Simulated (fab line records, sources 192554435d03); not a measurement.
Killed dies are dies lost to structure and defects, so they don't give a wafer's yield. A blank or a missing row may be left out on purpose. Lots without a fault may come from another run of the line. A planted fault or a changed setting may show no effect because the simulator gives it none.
Split-lot experiment | flow n5_finfet | 7 lots, 21 wafers read, on a route of 1938 steps

THE SPLIT
At N5_BEOL_M10_PEB_26 (peb time 60 s), the setting peb_time_s was moved away from the recipe's 60 s on 7 of the 21 wafers read, by -19.6% to +18.2%. The other wafers ran this setting at the recipe's value.

FROM THE SPLIT TO THE READING: what the file shows between them, 1 step
- N5_BEOL_M10_DEVELOP_27: develop time 30 s

THE READING
cd_nm, in nm, at N5_BEOL_M10_CD_MEAS_28 (target cd 70 nm). Fault-free wafers of this fab line usually give 69.4 nm, standard deviation 0.84 nm.

wafer  | tool, chamber at the split | peb_time_s as run, s | against the recipe | cd_nm, nm | against lot-mates on the recipe
L076.1 | litho_track-01, 0          | 60                   | recipe             | 70.5      | -
L076.3 | litho_track-01, 0          | 60                   | recipe             | 69.9      | -
L076.6 | litho_track-01, 0          | 60                   | recipe             | 69.7      | -
L082.2 | litho_track-05, 0          | 60                   | recipe             | 69.0      | -
L082.4 | litho_track-05, 0          | 60                   | recipe             | 69.3      | -
L082.5 | litho_track-05, 0          | 60                   | recipe             | 68.1      | -
L088.1 | litho_track-02, 0          | 60                   | recipe             | 68.6      | -
L088.3 | litho_track-02, 0          | 60                   | recipe             | 69.0      | -
L088.4 | litho_track-02, 0          | 60                   | recipe             | 69.2      | -
L090.1 | litho_track-05, 0          | 56.11                | -6.5%              | 66.1      | -3.8
L090.2 | litho_track-05, 0          | 60                   | recipe             | 69.9      | -
L090.3 | litho_track-05, 0          | 56.11                | -6.5%              | 67.6      | -2.3
L092.1 | litho_track-02, 0          | 60                   | recipe             | 67.8      | -
L092.3 | litho_track-02, 0          | 48.22                | -19.6%             | 57.9      | -9.9
L092.4 | litho_track-02, 0          | 48.22                | -19.6%             | 58.7      | -9.1
L091.3 | litho_track-02, 0          | 60                   | recipe             | 68.4      | -
L091.4 | litho_track-02, 0          | 67.07                | +11.8%             | 73.6      | +5.2
L091.6 | litho_track-02, 0          | 67.07                | +11.8%             | 74.1      | +5.7
L096.2 | litho_track-01, 0          | 60                   | recipe             | 69.3      | -
L096.3 | litho_track-01, 0          | 70.93                | +18.2%             | 77.3      | +7.5
L096.5 | litho_track-01, 0          | 60                   | recipe             | 70.4      | -

THE FIT
A straight line over all 21 wafers: cd_nm changes by +0.487 nm for each +1% of peb_time_s; r = +0.98; the points scatter about the line by 0.96 nm.
The same after taking each lot's own level away (the mean of its wafers on the recipe; 21 wafers): +0.461 nm for each +1%; r = +0.99; scatter 0.49 nm.
On that fit, the largest move of peb_time_s shifts the reading by 9.1 nm.
The lots' own levels span 67.80 to 70.03 nm, that is 2.7 times the standard deviation above.
So the lot-to-lot level changes the slope little: the two slopes agree.
Check: with one of the wafers moved furthest among these (-19.6%) left out of the fit, the line predicts -8.83 nm for it against its lot-mates. It came out at -9.9 nm against them.

OTHER SPLITS ON THESE WAFERS
These wafers also went through other splits before the reading. Each is held against what the fit with the lots' levels taken away leaves over:
other split on the same wafers | wafers away from the commonest value | r with cd_nm (lot level and that fit taken away)
N5_BEOL_M8_ETCH_65 source_w    | 4                                    | -0.20
N5_BEOL_M9_DESCUM_16 time_s    | 8                                    | +0.28
N5_BEOL_M9_ETCH_62 source_w    | 5                                    | -0.12

THE FILE'S OWN FIT
cd_nm changes by +0.454 nm for each +1% of peb_time_s, r = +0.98.
